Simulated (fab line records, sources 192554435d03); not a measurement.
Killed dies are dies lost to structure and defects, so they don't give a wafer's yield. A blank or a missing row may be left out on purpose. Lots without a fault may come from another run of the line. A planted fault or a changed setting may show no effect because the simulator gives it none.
fab line records | flow n5_finfet
record lots=5 wafers=15 last_day=17
route steps=1938 shown BEOL_M1@822 BEOL_M2@841
lots that met no fault: from a run of the same line without faults
start_h: hours from the record's first day to the start of the lot's first wafer shown | wait_h: hours since the lot's step before | " the same as in the row above | L1.1+2: a row that stands for several wafers | - no value, or no start given | * or withheld: withheld | < > ~ a bound
route shown NAME@n: a module of which the file shows steps, and the number in the route of the first | usual: mean/standard deviation of fault-free wafers | same: alike in all rows | chamber/n: place in a boat | sites: the reading at each site | _std_site: their standard deviation | _edge_site: outer sites' mean less inner sites' | radius_mm: how far each site lies from the wafer's centre | mask NAME#n: copy n | behind: the tool/chamber that last shaped the wafer | hold: why the lot was held/for how many hours/how that ended | device: the transistor (n, p or np) that didn't switch | end of line: the same wafers' tests at the end of the route | a step without rows: its recipe alone | killed: dies lost to structure and defects at the first sort, not the wafer's yield | map: a wafer's dies, x killed, . not, _ none there
set.NAME: the setting as run; set.NAME@STEP: as run at that earlier step | model.NAME: the simulator's own value behind a step, which no gauge read
lots at some steps of the route; a table a step, a row a wafer
services: from which hour (start_h, from the record's first day; less than 0 if before it) a tool's chamber was out of use, for how many hours, and why
## steps
# step N5_BEOL_M1_SPUTTER_88
# recipe material=Cu target_thk_a=45 temp_c=-20 chamber_pressure_pa=0.07 power_w=withheld time_s=8.29
# usual throttle_valve_pct=30.0/0.94
# columns lot.wafer tool chamber start_h wait_h throttle_valve_pct
L074.1 pvd_sputter-02 - 131.81 0.1 31.0
L074.4 " - " " 30.1
L074.6 " - " " 30.0
L077.1 pvd_sputter-03 - 154.04 0.1 29.9
L077.2 " - " " 30.5
L077.6 " - " " 30.4
L085.1 pvd_sputter-01 - 201.96 0.1 29.8
L085.2 " - " " 28.4
L085.6 " - " " 31.2
L087.1 pvd_sputter-01 - 211.73 0.1 29.7
L087.2 " - " " 28.2
L087.5 " - " " 31.1
L093.3 pvd_sputter-02 - 250.65 0.1 28.5
L093.4 " - " " 31.2
L093.6 " - " " 30.3
# step N5_BEOL_M1_ANNEAL_89
# recipe temp_c=400 time_s=240 ambient=vacuum
# usual heater_power_w=822/82 susceptor_temp_C_max=401.0/0.43
# columns lot.wafer tool chamber start_h wait_h heater_power_w susceptor_temp_C_max
L074.1 pvd_sputter-02 - 131.89 0.0 835 401.3
L074.4 " - " " 786 400.9
L074.6 " - " " 824 401.3
L077.1 pvd_sputter-03 - 154.12 0.0 669 400.5
L077.2 " - " " 827 402.0
L077.6 " - " " 727 400.8
L085.1 pvd_sputter-01 - 202.04 0.0 758 400.3
L085.2 " - " " 755 401.4
L085.6 " - " " 890 401.7
L087.1 pvd_sputter-01 - 211.81 0.0 745 400.7
L087.2 " - " " 770 401.3
L087.5 " - " " 893 401.0
L093.3 pvd_sputter-02 - 250.73 0.0 998 401.2
L093.4 " - " " 840 401.7
L093.6 " - " " 891 400.6
# step N5_BEOL_M1_SPUTTER_90
# recipe material=Cu target_thk_a=45 temp_c=-20 chamber_pressure_pa=0.07 power_w=withheld time_s=8.29
# usual throttle_valve_pct=30.1/0.93
# columns lot.wafer tool chamber start_h wait_h throttle_valve_pct
L074.1 pvd_sputter-02 - 132.03 0.1 31.2
L074.4 " - " " 30.2
L074.6 " - " " 30.0
L077.1 pvd_sputter-03 - 154.26 0.1 30.3
L077.2 " - " " 30.6
L077.6 " - " " 30.1
L085.1 pvd_sputter-01 - 202.18 0.1 29.9
L085.2 " - " " 28.2
L085.6 " - " " 31.1
L087.1 pvd_sputter-01 - 211.95 0.1 29.9
L087.2 " - " " 28.1
L087.5 " - " " 30.9
L093.3 pvd_sputter-02 - 250.87 0.1 28.3
L093.4 " - " " 31.0
L093.6 " - " " 30.5
# step N5_BEOL_M1_ANNEAL_91
# recipe temp_c=400 time_s=240 ambient=vacuum
# usual heater_power_w=820/83 susceptor_temp_C_max=400.9/0.44
# columns lot.wafer tool chamber start_h wait_h heater_power_w susceptor_temp_C_max
L074.1 pvd_sputter-02 - 132.11 0.0 839 401.2
L074.4 " - " " 784 401.0
L074.6 " - " " 788 401.0
L077.1 pvd_sputter-03 - 154.34 0.0 665 400.5
L077.2 " - " " 829 401.3
L077.6 " - " " 741 401.4
L085.1 pvd_sputter-01 - 202.26 0.0 744 400.3
L085.2 " - " " 736 401.3
L085.6 " - " " 884 400.9
L087.1 pvd_sputter-01 - 212.03 0.0 761 400.8
L087.2 " - " " 752 400.8
L087.5 " - " " 910 401.1
L093.3 pvd_sputter-02 - 250.95 0.0 982 400.7
L093.4 " - " " 861 402.2
L093.6 " - " " 907 400.4
# step N5_BEOL_M1_SPUTTER_92
# recipe material=Cu target_thk_a=45 temp_c=-20 chamber_pressure_pa=0.07 power_w=withheld time_s=8.29
# usual throttle_valve_pct=30.1/0.94
# columns lot.wafer tool chamber start_h wait_h throttle_valve_pct
L074.1 pvd_sputter-02 - 132.25 0.1 31.1
L074.4 " - " " 29.9
L074.6 " - " " 29.9
L077.1 pvd_sputter-03 - 154.48 0.1 30.2
L077.2 " - " " 30.3
L077.6 " - " " 30.2
L085.1 pvd_sputter-01 - 202.40 0.1 29.8
L085.2 " - " " 28.1
L085.6 " - " " 31.0
L087.1 pvd_sputter-01 - 212.17 0.1 30.0
L087.2 " - " " 28.1
L087.5 " - " " 30.7
L093.3 pvd_sputter-02 - 251.09 0.1 28.5
L093.4 " - " " 31.0
L093.6 " - " " 30.3
# step N5_BEOL_M1_ANNEAL_93
# recipe temp_c=400 time_s=240 ambient=vacuum
# usual heater_power_w=821/84 susceptor_temp_C_max=401.0/0.46
# columns lot.wafer tool chamber start_h wait_h heater_power_w susceptor_temp_C_max
L074.1 pvd_sputter-02 - 132.33 0.0 849 402.0
L074.4 " - " " 755 401.0
L074.6 " - " " 804 401.2
L077.1 pvd_sputter-03 - 154.56 0.0 670 400.4
L077.2 " - " " 833 400.7
L077.6 " - " " 753 400.8
L085.1 pvd_sputter-01 - 202.48 0.0 753 400.7
L085.2 " - " " 759 401.6
L085.6 " - " " 907 401.1
L087.1 pvd_sputter-01 - 212.25 0.0 747 400.5
L087.2 " - " " 749 401.1
L087.5 " - " " 874 401.5
L093.3 pvd_sputter-02 - 251.17 0.0 992 401.2
L093.4 " - " " 861 402.3
L093.6 " - " " 902 400.5
# step N5_BEOL_M1_SPUTTER_94
# recipe material=Cu target_thk_a=45 temp_c=-20 chamber_pressure_pa=0.07 power_w=withheld time_s=8.29
# usual throttle_valve_pct=30.1/0.94
# columns lot.wafer tool chamber start_h wait_h throttle_valve_pct
L074.1 pvd_sputter-02 - 132.47 0.1 31.3
L074.4 " - " " 30.1
L074.6 " - " " 29.9
L077.1 pvd_sputter-03 - 154.70 0.1 30.1
L077.2 " - " " 30.3
L077.6 " - " " 30.4
L085.1 pvd_sputter-01 - 202.62 0.1 29.9
L085.2 " - " " 28.4
L085.6 " - " " 30.9
L087.1 pvd_sputter-01 - 212.39 0.1 29.9
L087.2 " - " " 28.3
L087.5 " - " " 30.8
L093.3 pvd_sputter-02 - 251.31 0.1 28.2
L093.4 " - " " 31.2
L093.6 " - " " 30.4
# step N5_BEOL_M1_ANNEAL_95
# recipe temp_c=400 time_s=240 ambient=vacuum
# usual heater_power_w=821/83 susceptor_temp_C_max=401.0/0.47
# columns lot.wafer tool chamber start_h wait_h heater_power_w susceptor_temp_C_max
L074.1 pvd_sputter-02 - 132.55 0.0 850 402.0
L074.4 " - " " 792 401.2
L074.6 " - " " 799 401.0
L077.1 pvd_sputter-03 - 154.78 0.0 667 400.4
L077.2 " - " " 823 400.9
L077.6 " - " " 747 401.3
L085.1 pvd_sputter-01 - 202.70 0.0 756 400.3
L085.2 " - " " 761 401.3
L085.6 " - " " 901 401.4
L087.1 pvd_sputter-01 - 212.47 0.0 747 400.8
L087.2 " - " " 760 401.0
L087.5 " - " " 902 401.4
L093.3 pvd_sputter-02 - 251.39 0.0 977 400.6
L093.4 " - " " 839 401.8
L093.6 " - " " 913 401.1
# step N5_BEOL_M1_SPUTTER_96
# recipe material=Cu target_thk_a=45 temp_c=-20 chamber_pressure_pa=0.07 power_w=withheld time_s=8.29
# usual throttle_valve_pct=30.0/0.95
# columns lot.wafer tool chamber start_h wait_h throttle_valve_pct
L074.1 pvd_sputter-02 - 132.69 0.1 31.1
L074.4 " - " " 29.7
L074.6 " - " " 29.8
L077.1 pvd_sputter-03 - 154.92 0.1 30.3
L077.2 " - " " 30.0
L077.6 " - " " 30.1
L085.1 pvd_sputter-01 - 202.84 0.1 29.7
L085.2 " - " " 28.1
L085.6 " - " " 31.0
L087.1 pvd_sputter-01 - 212.61 0.1 29.7
L087.2 " - " " 28.1
L087.5 " - " " 30.8
L093.3 pvd_sputter-02 - 251.53 0.1 28.3
L093.4 " - " " 31.3
L093.6 " - " " 30.2
# step N5_BEOL_M1_ECD_50
# recipe material=Cu target_thk_a=3000
# columns lot.wafer tool chamber start_h wait_h
L074.1+4+6 ecd_cu-01 1 132.81 0.1
L077.1+2+6 ecd_cu-02 0,1,1 155.03 0.1
L085.1+2+6 ecd_cu-02 0,1,0 202.96 0.1
L087.1+2+5 ecd_cu-01 0,1,0 212.73 0.1
L093.3+4+6 ecd_cu-01 0,1,0 251.67 0.1
# step N5_BEOL_M1_ANNEAL_51
# recipe temp_c=225 time_s=90 ambient=N2
# usual wafer_temp_C_max=225.77/0.22
# columns lot.wafer tool chamber start_h wait_h wafer_temp_C_max
L074.1 rtp_anneal-01 0 132.89 0.1 225.65
L074.4 " 0 " " 225.81
L074.6 " 0 " " 225.51
L077.1 rtp_anneal-01 0 155.11 0.1 225.80
L077.2 " 0 " " 225.79
L077.6 " 0 " " 225.36
L085.1 rtp_anneal-01 0 203.42 0.4 225.71
L085.2 " 0 " " 225.59
L085.6 " 0 " " 225.90
L087.1 rtp_anneal-02 0 213.30 0.6 226.35
L087.2 " 0 " " 225.54
L087.5 " 0 " " 225.79
L093.3 rtp_anneal-01 0 252.06 0.4 225.82
L093.4 " 0 " " 225.77
L093.6 " 0 " " 225.81
# step N5_BEOL_M1_CMP_52
# recipe stop_on=SiOC t_overpolish_s=6.8 down_force_psi=1 platen_rpm=50 clearing_platen_down_force_psi=1.5 clearing_platen_rpm=50 post_cmp_clean=cu_alkaline target_thk_nm=40 clearing_platen_pad_velocity_m_s=0.99484 pad_velocity_m_s=0.99484
# usual barrier_field_endpoint_s=24.7/0.81 motor_current_A=6.3/0.77 overpolish_run_s=6.800/0.01 time_to_endpoint_s=62/4.7
# same t_overpolish_s=6.8
# columns lot.wafer tool chamber start_h wait_h barrier_field_endpoint_s motor_current_A overpolish_run_s time_to_endpoint_s
L074.1 cmp-03 2 133.22 0.3 25.3 5.8 6.784 63
L074.4 " 3 " " 25.5 6.9 6.802 66
L074.6 " 2 " " 25.6 5.7 6.809 64
L077.1 cmp-04 3 155.49 0.3 25.4 5.7 6.787 63
L077.2 " 0 " " 25.1 7.1 6.800 69
L077.6 " 2 " " 24.3 6.6 6.803 63
L085.1 cmp-04 1 204.00 0.5 23.5 6.8 6.805 56
L085.2 " 3 " " 24.6 5.6 6.802 61
L085.6 " 2 " " 23.8 6.7 6.791 59
L087.1 cmp-04 2 213.64 0.3 23.6 7.0 6.816 61
L087.2 " 0 " " 24.7 7.0 6.807 64
L087.5 " 1 " " 24.2 7.0 6.816 58
L093.4 cmp-04 3 252.28 0.1 24.1 6.0 6.788 61
L093.3 " 0 " " 24.8 7.1 6.796 62
L093.6 " 3 " " 24.5 6.1 6.804 60
# step N5_BEOL_M1_THK_MEAS_53
# recipe thk_meas_gauge=xrf reads=Cu_of_BEOL_M1_ECD_50
# usual M1_THK=40.1/2.1
# columns lot.wafer tool chamber start_h wait_h M1_THK[nm]
L074.1 film_metro-02 - 133.48 - 40.4
L074.4 " - " " 42.9
L074.6 " - " " 42.5
L077.1 film_metro-02 - 155.71 - 38.8
L077.2 " - " " 40.2
L077.6 " - " " 40.9
L085.1 film_metro-02 - 204.30 - 36.8
L085.2 " - " " 40.2
L085.6 " - " " 39.9
L087.1 film_metro-02 - 213.89 - 37.3
L087.2 " - " " 39.7
L087.5 " - " " 38.4
L093.3 film_metro-01 - 252.57 - 37.9
L093.4 " - " " 41.2
L093.6 " - " " 40.2
# step N5_BEOL_M1_PRE_CLEAN_60
# recipe gas=NH3/H2 time_s=15 temp_c=* rf_power_w=300
# usual heater_power_w=88/7.4
# columns lot.wafer tool chamber start_h wait_h heater_power_w
L074.1 cvd_co-01 1 133.52 0.0 82
L074.4 " 1 " " 83
L074.6 " 0 " " 89
L077.1 cvd_co-01 0 155.74 0.0 88
L077.2 " 2 " " 79
L077.6 " 2 " " 81
L085.1 cvd_co-02 1 204.34 0.0 85
L085.2 " 0 " " 84
L085.6 " 2 " " 100
L087.1 cvd_co-01 1 213.93 0.0 82
L087.2 " 2 " " 79
L087.5 " 1 " " 83
L093.3 cvd_co-01 0 252.61 0.0 91
L093.4 " 0 " " 91
L093.6 " 2 " " 78
# step N5_BEOL_M1_CO_CAP_55
# recipe material=Co target_thk_a=20 temp_c=200 precursor=CCTBA/H2 pressure_torr=30 time_s=102.1
# usual heater_power_w=240/9.9
# columns lot.wafer tool chamber start_h wait_h heater_power_w
L074.1 cvd_co-01 1 133.56 0.0 236
L074.4 " 1 " " 238
L074.6 " 0 " " 243
L077.1 cvd_co-01 0 155.78 0.0 244
L077.2 " 2 " " 226
L077.6 " 2 " " 229
L085.1 cvd_co-02 1 204.38 0.0 229
L085.2 " 0 " " 239
L085.6 " 2 " " 261
L087.1 cvd_co-01 1 213.97 0.0 239
L087.2 " 2 " " 226
L087.5 " 1 " " 232
L093.3 cvd_co-01 0 252.65 0.0 240
L093.4 " 0 " " 245
L093.6 " 2 " " 226
# step N5_BEOL_M1_PRE_CLEAN_56
# recipe gas=NH3 time_s=15 temp_c=withheld rf_power_w=300
# columns lot.wafer tool chamber start_h wait_h
L074.1+4+6 pecvd-01 0,2,1 133.65 0.1
L077.1+2+6 pecvd-04 1,0,1 155.87 0.1
L085.1+2+6 pecvd-02 1,2,2 204.47 0.1
L087.1+2+5 pecvd-02 2,1,0 214.06 0.1
L093.3+4+6 pecvd-02 1,2,0 252.74 0.1
# step N5_BEOL_M1_DEP_57
# recipe material=SiCN target_thk_a=80 temp_c=withheld precursor=3MS/NH3 pressure_torr=3 rf_w=202 time_s=14
# usual showerhead_plenum_p_Torr=3.653/0.012 throttle_valve_pct=9.3/0.63
# columns lot.wafer tool chamber start_h wait_h showerhead_plenum_p_Torr throttle_valve_pct
L074.1 pecvd-01 0 133.67 0.0 3.665 8.7
L074.4 " 2 " " 3.646 8.9
L074.6 " 1 " " 3.674 10.4
L077.1 pecvd-04 1 155.90 0.0 3.653 9.8
L077.2 " 0 " " 3.638 9.4
L077.6 " 1 " " 3.656 9.6
L085.1 pecvd-02 1 204.49 0.0 3.654 10.1
L085.2 " 2 " " 3.665 8.9
L085.6 " 2 " " 3.662 8.9
L087.1 pecvd-02 2 214.09 0.0 3.659 9.0
L087.2 " 1 " " 3.657 10.0
L087.5 " 0 " " 3.656 9.6
L093.3 pecvd-02 1 252.77 0.0 3.651 9.9
L093.4 " 2 " " 3.673 8.9
L093.6 " 0 " " 3.656 9.8
# step N5_BEOL_M1_RS_MEAS_58
# recipe thk_meas_gauge=four-point-probe reads=Co_of_BEOL_M1_CO_CAP_55+Cu_of_BEOL_M1_ECD_50+Co_of_BEOL_M1_CVD_47+TaN_of_BEOL_M1_ALD_84
# usual M1_RS=0.67/0.044
# columns lot.wafer tool chamber start_h wait_h M1_RS[ohm/sq]
L074.1 film_metro-02 - 133.74 0.0 0.65
L074.4 " - " " 0.60
L074.6 " - " " 0.61
L077.1 film_metro-02 - 155.98 0.1 0.69
L077.2 " - " " 0.66
L077.6 " - " " 0.65
L085.1 film_metro-02 - 204.56 0.0 0.73
L085.2 " - " " 0.66
L085.6 " - " " 0.66
L087.1 film_metro-02 - 214.16 0.0 0.72
L087.2 " - " " 0.67
L087.5 " - " " 0.70
L093.3 film_metro-01 - 252.83 0.1 0.71
L093.4 " - " " 0.64
L093.6 " - " " 0.66
# step N5_BEOL_M1_INSPECT_59
# recipe inspect_instrument=darkfield mode=post_dep
# usual raw_defect_count=75/23
# columns lot.wafer tool chamber start_h wait_h raw_defect_count
L074.1 defect_inspect-01 - 133.77 0.0 53
L074.4 " - " " 60
L074.6 " - " " 67
L077.1 defect_inspect-02 - 156.01 0.0 53
L077.2 " - " " 58
L077.6 " - " " 77
L085.1 defect_inspect-01 - 204.59 0.0 80
L085.2 " - " " 64
L085.6 " - " " 82
L087.1 defect_inspect-01 - 214.18 0.0 43
L087.2 " - " " 41
L087.5 " - " " 65
L093.3 defect_inspect-02 - 252.86 0.0 80
L093.4 " - " " 50
L093.6 " - " " 104
# step N5_BEOL_M2_ILD_DEP_00
# recipe material=SiOC target_thk_a=790 temp_c=350 precursor=DEMS/O2 pressure_torr=5 rf_w=500 time_s=15.3
# usual heater_power_w=434/55 showerhead_plenum_p_Torr=5.689/0.014 throttle_valve_pct=12.2/0.74
# columns lot.wafer tool chamber start_h wait_h heater_power_w showerhead_plenum_p_Torr throttle_valve_pct
L074.1 pecvd-04 2 133.80 0.0 486 5.674 11.8
L074.4 " 2 " " 488 5.672 11.9
L074.6 " 1 " " 390 5.698 12.4
L077.1 pecvd-03 0 156.04 0.0 490 5.683 12.5
L077.2 " 2 " " 373 5.697 10.8
L077.6 " 2 " " 381 5.699 11.1
L085.1 pecvd-03 0 204.62 0.0 529 5.701 12.6
L085.2 " 1 " " 379 5.683 12.4
L085.6 " 2 " " 388 5.706 10.9
L087.1 pecvd-04 0 214.22 0.0 477 5.669 12.1
L087.2 " 1 " " 453 5.690 12.6
L087.5 " 1 " " 452 5.680 12.4
L093.3 pecvd-03 1 252.90 0.0 433 5.689 12.8
L093.4 " 2 " " 408 5.706 10.9
L093.6 " 1 " " 431 5.684 12.8
# step N5_BEOL_M2_THK_MEAS_01
# recipe reads=SiOC_of_BEOL_M2_ILD_DEP_00
# usual M2_ILD_THK=78.6/1
# columns lot.wafer tool chamber start_h wait_h M2_ILD_THK[nm]
L074.1 film_metro-01 - 133.87 0.0 79.7
L074.4 " - " " 80.3
L074.6 " - " " 79.4
L077.1 film_metro-02 - 156.11 0.0 78.2
L077.2 " - " " 77.0
L077.6 " - " " 78.7
L085.1 film_metro-02 - 204.69 0.0 77.3
L085.2 " - " " 76.5
L085.6 " - " " 79.2
L087.1 film_metro-01 - 214.30 0.1 79.1
L087.2 " - " " 78.1
L087.5 " - " " 79.2
L093.3 film_metro-01 - 252.96 0.1 77.4
L093.4 " - " " 80.4
L093.6 " - " " 79.4
# step N5_BEOL_M2_PECVD_72
# recipe material=SiO2 target_thk_a=160 temp_c=400 precursor=TEOS/O2 pressure_torr=5.5 rf_w=450 teos_flow_sccm=53.8 gas=O2 flow_sccm=3000 time_s=18
# usual heater_power_w=649/69 showerhead_plenum_p_Torr=8.75/0.056 throttle_valve_pct=22.8/1.6
# columns lot.wafer tool chamber start_h wait_h heater_power_w showerhead_plenum_p_Torr throttle_valve_pct
L074.1 pecvd-03 1 133.91 0.0 643 8.77 23.8
L074.4 " 2 " " 618 8.81 20.2
L074.6 " 1 " " 632 8.79 23.8
L077.1 pecvd-01 2 156.15 0.0 536 8.71 21.3
L077.2 " 1 " " 593 8.80 25.2
L077.6 " 2 " " 552 8.70 21.8
L085.1 pecvd-01 1 204.73 0.0 621 8.84 25.3
L085.2 " 2 " " 599 8.72 21.9
L085.6 " 1 " " 606 8.80 25.3
L087.1 pecvd-03 0 214.34 0.0 743 8.77 23.6
L087.2 " 1 " " 541 8.78 23.9
L087.5 " 1 " " 535 8.75 23.5
L093.3 pecvd-01 2 253.00 0.0 520 8.73 21.9
L093.4 " 1 " " 659 8.82 25.0
L093.6 " 2 " " 514 8.70 21.9
# step N5_BEOL_M2_HM_DEP_02
# recipe material=TiN target_thk_a=200 temp_c=25 chamber_pressure_pa=0.49996
# usual throttle_valve_pct=30.1/0.89
# columns lot.wafer tool chamber start_h wait_h throttle_valve_pct
L074.1 pvd_sputter-03 - 134.48 0.6 31.1
L074.4 " - " " 30.6
L074.6 " - " " 30.5
L077.1 pvd_sputter-01 - 156.63 0.5 30.4
L077.2 " - " " 30.3
L077.6 " - " " 31.2
L085.1 pvd_sputter-03 - 208.01 3.3 30.4
L085.2 " - " " 31.0
L085.6 " - " " 30.1
L087.1 pvd_sputter-01 - 215.51 1.2 30.4
L087.2 " - " " 28.3
L087.5 " - " " 29.9
L093.3 pvd_sputter-03 - 255.10 2.1 31.1
L093.4 " - " " 30.3
L093.6 " - " " 30.4
# step N5_BEOL_M2_COAT_61
# recipe resist=SOC temp_c=250 time_s=60 spin_rpm=1500 resist_thk_nm=60
# columns lot.wafer tool chamber start_h wait_h
L074.1+4+6 litho_track-04 0 134.61 0.1
L077.1+2+6 litho_track-04 0 156.75 0.1
L085.1+2+6 litho_track-05 0 208.13 0.1
L087.1+2+5 litho_track-03 0 215.64 0.1
L093.3+4+6 litho_track-05 0 255.23 0.1
# step N5_BEOL_M2_COAT_62
# recipe resist=SiARC temp_c=220 time_s=60 spin_rpm=1500 resist_thk_nm=12
# columns lot.wafer tool chamber start_h wait_h
L074.1+4+6 litho_track-04 0 - -
L077.1+2+6 litho_track-04 0 - -
L085.1+2+6 litho_track-05 0 - -
L087.1+2+5 litho_track-03 0 - -
L093.3+4+6 litho_track-05 0 - -
# step N5_BEOL_M2_COAT_73
# recipe resist=underlayer temp_c=205 time_s=60 spin_rpm=1500 resist_thk_nm=5
# columns lot.wafer tool chamber start_h wait_h
L074.1+4+6 litho_track-04 0 - -
L077.1+2+6 litho_track-04 0 - -
L085.1+2+6 litho_track-05 0 - -
L087.1+2+5 litho_track-03 0 - -
L093.3+4+6 litho_track-05 0 - -
# step N5_BEOL_M2_COAT_05
# recipe resist=CAR-EUV spin_rpm=1500 resist_thk_nm=30
# columns lot.wafer tool chamber start_h wait_h
L074.1+4+6 litho_track-04 0 - -
L077.1+2+6 litho_track-04 0 - -
L085.1+2+6 litho_track-05 0 - -
L087.1+2+5 litho_track-03 0 - -
L093.3+4+6 litho_track-05 0 - -
# step N5_BEOL_M2_EBR_07
# recipe solvent=PGMEA ebr_width_mm=1.5
# same ebr_width_mm=1.5
# columns lot.wafer tool chamber start_h wait_h
L074.1+4+6 litho_track-04 0 - -
L077.1+2+6 litho_track-04 0 - -
L085.1+2+6 litho_track-05 0 - -
L087.1+2+5 litho_track-03 0 - -
L093.3+4+6 litho_track-05 0 - -
# step N5_BEOL_M2_SOFTBAKE_06
# recipe temp_c=110 time_s=60 resist=CAR-EUV
# columns lot.wafer tool chamber start_h wait_h
L074.1+4+6 litho_track-04 0 - -
L077.1+2+6 litho_track-04 0 - -
L085.1+2+6 litho_track-05 0 - -
L087.1+2+5 litho_track-03 0 - -
L093.3+4+6 litho_track-05 0 - -
# step N5_BEOL_M2_EXPOSE_08
# recipe mask_id=M2 na=0.33 source_shape=dipole sigma_inner=0.369 sigma_outer=0.767 polarization=unpolarized dose_mj=41.25
# same sigma_outer=0.767
# columns lot.wafer tool chamber start_h wait_h mask
L074.1+4+6 euv_scanner-01 0 134.75 - M2#0
L077.1+2+6 euv_scanner-02 0 157.02 - M2#0
L085.1+2+6 euv_scanner-01 0 208.27 - M2#0
L087.1+2+5 euv_scanner-02 0 215.90 - M2#0
L093.3+4+6 euv_scanner-02 0 255.50 - M2#0
# step N5_BEOL_M2_PEB_09
# recipe peb_temp_c=100 peb_time_s=60 resist=CAR-EUV
# columns lot.wafer tool chamber start_h wait_h
L074.1+4+6 litho_track-05 0 134.81 0.1
L077.1+2+6 litho_track-04 0 157.08 0.1
L085.1+2+6 litho_track-05 0 208.33 0.1
L087.1+2+5 litho_track-04 0 215.96 0.1
L093.3+4+6 litho_track-04 0 255.55 0.0
# step N5_BEOL_M2_DEVELOP_10
# recipe develop_time_s=30 developer=TMAH resist=CAR-EUV rinse_liquid=surfactant_rinse dry=air_spin dev_temp_c=23
# columns lot.wafer tool chamber start_h wait_h
L074.1+4+6 litho_track-05 0 - -
L077.1+2+6 litho_track-04 0 - -
L085.1+2+6 litho_track-05 0 - -
L087.1+2+5 litho_track-04 0 - -
L093.3+4+6 litho_track-04 0 - -
# step N5_BEOL_M2_CD_MEAS_11
# recipe target_cd_nm=16.79 landing_energy_ev=500 detector=se_inlens polarity=opening
# usual cd_nm=16.74/0.25
# columns lot.wafer tool chamber start_h wait_h cd_nm
L074.1 cd_sem-02 0 134.88 - 16.67
L074.4 " 0 " " 16.56
L074.6 " 0 " " 16.98
L077.1 cd_sem-02 0 157.15 - 16.76
L077.2 " 0 " " 16.76
L077.6 " 0 " " 16.45
L085.1 cd_sem-02 0 208.40 - 16.49
L085.2 " 0 " " 16.43
L085.6 " 0 " " 16.20
L087.1 cd_sem-03 0 216.03 - 16.70
L087.2 " 0 " " 16.24
L087.5 " 0 " " 17.20
L093.3 cd_sem-01 0 255.62 - 16.32
L093.4 " 0 " " 16.81
L093.6 " 0 " " 16.94
# step N5_BEOL_M2_OVL_MEAS_12
# recipe points_per_wafer=522
# usual M2_OVL=-0.1/0.67
# columns lot.wafer tool chamber start_h wait_h M2_OVL[nm]
L074.1 overlay-01 0 134.91 0.0 -0.9
L074.4 " 0 " " -0.5
L074.6 " 0 " " -0.1
L077.1 overlay-01 0 157.18 0.0 -0.5
L077.2 " 0 " " -0.4
L077.6 " 0 " " -0.9
L085.1 overlay-01 0 208.43 0.0 -1.4
L085.2 " 0 " " -0.2
L085.6 " 0 " " 0.3
L087.1 overlay-01 0 216.06 0.0 -0.3
L087.2 " 0 " " -1.2
L087.5 " 0 " " -0.1
L093.3 overlay-01 0 255.66 0.0 0.1
L093.4 " 0 " " 0.7
L093.6 " 0 " " 0.0
# step N5_BEOL_M2_INSPECT_13
# recipe mode=adi inspect_instrument=brightfield
# usual raw_defect_count=422/76
# columns lot.wafer tool chamber start_h wait_h raw_defect_count
L074.1 defect_inspect-01 - 134.97 0.1 397
L074.4 " - " " 372
L074.6 " - " " 519
L077.1 defect_inspect-01 - 157.24 0.1 417
L077.2 " - " " 422
L077.6 " - " " 343
L085.1 defect_inspect-01 - 208.49 0.1 512
L085.2 " - " " 474
L085.6 " - " " 359
L087.1 defect_inspect-02 - 216.12 0.1 328
L087.2 " - " " 288
L087.5 " - " " 373
L093.3 defect_inspect-01 - 255.71 0.0 455
L093.4 " - " " 433
L093.6 " - " " 427
# step N5_BEOL_M2_DESCUM_16
# recipe chemistry=O2 time_s=7 source_power_w=50 bias_power_w=20 pressure_mtorr=20 rf_frequency_hz=2.712e+07 temp_c=40 resist=CAR-EUV o2_flow_sccm=225
# usual drypump_motor_current_A=5.5/0.43 oes_product_au=0.79/0.074 rf_vpp_V=243.3/1.5 showerhead_plenum_p_Torr=2.11/0.072 throttle_valve_pct=20.41/0.17
# columns lot.wafer tool chamber start_h wait_h drypump_motor_current_A oes_product_au rf_hours_counter_h rf_vpp_V showerhead_plenum_p_Torr throttle_valve_pct
L074.1 rie_diel-01 2 135.00 0.0 5.6 0.82 75 243.1 2.12 20.29
L074.4 " 0 " " 6.2 0.77 112 243.6 2.04 20.64
L074.6 " 2 " " 5.6 0.82 - 242.6 2.12 20.28
L077.1 rie_diel-02 0 157.27 0.0 6.1 0.80 114 241.6 1.99 20.28
L077.2 " 3 " " 4.9 0.86 39 242.7 2.16 20.66
L077.6 " 1 " " 5.2 0.76 - 243.6 2.09 20.32
L085.1 rie_diel-02 3 209.26 0.8 4.9 0.84 56 242.8 2.16 20.68
L085.2 " 1 " " 5.2 0.75 135 242.3 2.09 20.33
L085.6 " 3 " " 4.9 0.84 - 241.7 2.16 20.68
L087.1 rie_diel-04 1 217.11 1.0 5.8 0.78 147 242.4 2.12 20.59
L087.2 " 3 " " 5.7 0.70 211 243.4 2.16 20.39
L087.5 " 3 " " 5.6 0.70 - 244.7 2.16 20.41
L093.3 rie_diel-02 1 255.76 0.0 5.2 0.73 152 242.1 2.08 20.36
L093.4 " 2 " " 5.8 0.76 - 245.6 2.16 20.16
L093.6 " 1 " " 5.2 0.73 - 243.7 2.08 20.35
## services
# columns tool chamber start_h hours kind
pecvd-02 2 110.89 8.5 repair
ecd_cu-01 - 111.26 1.0 repair
cmp-04 - 111.36 10.1 pm
euv_scanner-02 - 114.63 1.0 pm
euv_scanner-02 - 116.18 40.6 repair
cmp-04 - 123.00 0.7 repair
pecvd-02 0 131.36 4.5 repair
pvd_sputter-03 - 138.10 13.5 repair
cmp-04 - 142.43 4.0 pm
euv_scanner-02 - 170.78 1.0 pm
pecvd-04 1 171.87 21.9 repair
cmp-04 - 173.15 2.0 repair
cmp-04 - 176.37 6.5 pm
pvd_sputter-02 - 177.90 0.7 repair
pecvd-01 2 180.44 14.7 repair
rie_diel-02 2 180.71 1.5 repair
rie_diel-02 3 182.82 5.4 repair
cmp-04 - 183.67 2.0 repair
pecvd-01 - 196.23 0.5 repair
euv_scanner-02 - 198.73 0.1 repair
pecvd-01 - 219.58 1.3 repair
cmp-04 - 230.79 1.2 repair
cvd_co-01 - 243.87 2.8 pm
cmp-04 - 244.92 0.5 repair
## key
fault none
